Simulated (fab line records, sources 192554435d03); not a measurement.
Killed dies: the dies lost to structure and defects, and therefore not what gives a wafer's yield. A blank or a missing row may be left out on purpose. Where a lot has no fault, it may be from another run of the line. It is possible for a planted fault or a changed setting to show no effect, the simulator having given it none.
Matching of chambers | flow n5 finfet | rie diel-06 running N5_BEOL_M10_DESCUM_33: 4 sister chambers
The step chemistry O2, time 7.9 s. 24 wafers are shown with their chamber, then 12 later ones without.

== WAFERS PAIRED WITH THEIR CHAMBERS ==
wafer  | chamber | showerhead plenum p Torr (Torr) | throttle valve pct (%) | oes product au (a.u.)
L074.1 | 3       | 1.99                            | 20.50                  | 0.73
L074.3 | 0       | 2.17                            | 20.95                  | 0.70
L074.5 | 0       | 2.17                            | 20.96                  | 0.70
L076.1 | 0       | 2.17                            | 20.98                  | 0.69
L076.4 | 2       | 2.14                            | 20.42                  | 0.68
L076.6 | 1       | 2.03                            | 20.17                  | 0.94
L075.2 | 2       | 2.14                            | 20.44                  | 0.67
L075.4 | 3       | 1.99                            | 20.53                  | 0.73
L075.6 | 3       | 1.99                            | 20.52                  | 0.73
L078.2 | 0       | 2.17                            | 20.99                  | 0.68
L078.4 | 3       | 1.99                            | 20.52                  | 0.73
L078.6 | 2       | 2.14                            | 20.45                  | 0.68
L085.2 | 0       | 2.16                            | 21.00                  | 0.67
L085.5 | 0       | 2.16                            | 21.01                  | 0.67
L085.6 | 3       | 1.98                            | 20.57                  | 0.71
L084.2 | 3       | 1.98                            | 20.54                  | 0.71
L084.5 | 0       | 2.16                            | 21.02                  | 0.67
L084.6 | 3       | 1.98                            | 20.56                  | 0.71
L087.2 | 3       | 1.98                            | 20.56                  | 0.71
L087.3 | 0       | 2.16                            | 21.03                  | 0.67
L087.6 | 0       | 2.16                            | 21.01                  | 0.67
L086.1 | 0       | 2.16                            | 21.02                  | 0.67
L086.3 | 2       | 2.13                            | 20.45                  | 0.67
L086.5 | 1       | 2.03                            | 20.23                  | 0.88

SIGNATURES, as means of the wafers listed above
reading                  | chamber 0 | chamber 1 | chamber 2 | chamber 3 | scatter within a chamber
showerhead plenum p Torr | 2.1640    | 2.0300    | 2.1375    | 1.9850    | 0.00507
throttle valve pct       | 20.9970   | 20.2000   | 20.4400   | 20.5375   | 0.0255
oes product au           | 0.6790    | 0.9100    | 0.6750    | 0.7200    | 0.0145
Rule: a wafer's distance from a chamber is the root of the sum, over the readings, of the square of ((its reading less the chamber's mean) divided by the reading's scatter). If the next closest chamber is less than 2 further off than the closest, the wafer can't be placed; otherwise it belongs to the closest. The scatter: take each reading less its chamber's mean, square it, sum over the shown wafers, divide by the number of wafers less the number of chambers, and take the root.

== WAFERS WITH NO CHAMBER GIVEN ==
wafer  | showerhead plenum p Torr (Torr) | throttle valve pct (%) | oes product au (a.u.)
L091.2 | 2.02                            | 20.23                  | 0.87
L091.5 | 2.13                            | 20.48                  | 0.65
L091.6 | 2.02                            | 20.21                  | 0.87
L095.2 | 1.97                            | 20.59                  | 0.70
L095.5 | 2.02                            | 20.23                  | 0.85
L095.6 | 2.16                            | 20.57                  | 0.97
L096.1 | 1.97                            | 20.59                  | 0.69
L096.2 | 2.16                            | 20.58                  | 0.95
L096.5 | 2.16                            | 20.57                  | 0.96
L097.3 | 2.01                            | 20.26                  | 0.84
L097.4 | 2.01                            | 20.25                  | 0.84
L097.5 | 2.12                            | 20.10                  | 0.97

== WHICH CHAMBER EACH ONE RAN IN ==
wafer  | from the rows above | in truth
L091.2 | 1                   | 1
L091.5 | 2                   | 2
L091.6 | 1                   | 1
L095.2 | 3                   | 3
L095.5 | 1                   | 1
L095.6 | 2                   | 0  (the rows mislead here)
L096.1 | 3                   | 3
L096.2 | 2                   | 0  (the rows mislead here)
L096.5 | 2                   | 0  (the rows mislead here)
L097.3 | 1                   | 1
L097.4 | 1                   | 1
L097.5 | 1                   | 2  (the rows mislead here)
Placed correctly: 8 of 12. Can't be placed from these rows: 0. Number placed wrongly: 4.
